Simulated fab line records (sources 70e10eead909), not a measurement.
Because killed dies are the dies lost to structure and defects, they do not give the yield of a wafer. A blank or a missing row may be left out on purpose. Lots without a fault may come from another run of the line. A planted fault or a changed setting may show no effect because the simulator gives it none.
Matching of chambers | flow nand_harc | 4 sister chambers for NHARC_A_STAIRCASE_TRIM_220 on rie_diel-13
The step chemistry O2, time 211.2 s. 20 wafers are shown with their chamber, then 10 later ones without.

## WAFERS, EACH WITH ITS CHAMBER
wafer  | chamber | showerhead_plenum_p_Torr (Torr) | drypump_motor_current_A (A) | oes_product_au (a.u.)
L075.2 | 2       | 3.78                            | 5.2                         | 0.999
L075.4 | 0       | 3.52                            | 6.0                         | 0.969
L075.5 | 2       | 3.78                            | 5.2                         | 1.009
L077.2 | 1       | 3.38                            | 5.8                         | 0.995
L077.4 | 3       | 3.30                            | 6.1                         | 0.979
L077.6 | 1       | 3.38                            | 5.8                         | 0.993
L079.2 | 1       | 3.37                            | 5.8                         | 0.991
L079.4 | 0       | 3.51                            | 5.9                         | 0.978
L079.5 | 1       | 3.37                            | 5.8                         | 0.993
L079.1 | 3       | 3.30                            | 6.1                         | 1.001
L079.3 | 2       | 3.78                            | 5.2                         | 1.012
L079.6 | 2       | 3.78                            | 5.2                         | 1.016
L083.1 | 2       | 3.77                            | 5.2                         | 0.987
L083.5 | 2       | 3.77                            | 5.2                         | 0.975
L083.6 | 3       | 3.29                            | 6.1                         | 1.029
L083.2 | 1       | 3.37                            | 5.8                         | 0.996
L083.3 | 3       | 3.29                            | 6.0                         | 1.020
L083.4 | 0       | 3.51                            | 5.9                         | 0.992
L086.1 | 0       | 3.50                            | 5.9                         | 0.986
L086.2 | 2       | 3.76                            | 5.2                         | 0.978

SIGNATURES, as means of the wafers listed above
reading                  | chamber 0 | chamber 1 | chamber 2 | chamber 3 | scatter within a chamber
showerhead_plenum_p_Torr | 3.5100    | 3.3740    | 3.7743    | 3.2950    | 0.00703
drypump_motor_current_A  | 5.925     | 5.800     | 5.200     | 6.075     | 0.0306
oes_product_au           | 0.98125   | 0.99360   | 0.99657   | 1.00725   | 0.0147
Rule: a wafer lies at a distance from a chamber equal to the root of the sum of squares, over the readings, of (its reading less the chamber's mean, divided by the reading's scatter). If the next closest chamber is less than 2 further off than the closest, the wafer can't be placed; otherwise it belongs to the closest. How the scatter is found: for the shown wafers, subtract from each reading the mean of its chamber, square and add these, divide the total by (wafers less chambers), then take the root.

## WAFERS WHOSE CHAMBER IS MISSING
wafer  | showerhead_plenum_p_Torr (Torr) | drypump_motor_current_A (A) | oes_product_au (a.u.)
L086.4 | 3.50                            | 5.9                         | 0.969
L086.3 | 3.29                            | 6.1                         | 1.028
L086.5 | 3.76                            | 5.2                         | 0.979
L086.6 | 3.29                            | 6.0                         | 1.033
L091.1 | 3.76                            | 5.2                         | 0.984
L091.3 | 3.50                            | 5.9                         | 0.983
L091.5 | 3.29                            | 6.1                         | 1.043
L097.2 | 3.50                            | 5.9                         | 0.980
L097.4 | 3.75                            | 5.1                         | 0.988
L097.5 | 3.36                            | 5.8                         | 0.996

## THE CHAMBER EACH PASSED THROUGH
wafer  | from the rows above | in truth
L086.4 | 0                   | 0
L086.3 | 3                   | 3
L086.5 | 2                   | 2
L086.6 | 3                   | 3
L091.1 | 2                   | 2
L091.3 | 0                   | 0
L091.5 | 3                   | 3
L097.2 | 0                   | 0
L097.4 | 2                   | 2
L097.5 | 1                   | 1
Placed correctly: 10 of 10. Can't be placed from these rows: 0. Number placed wrongly: 0.
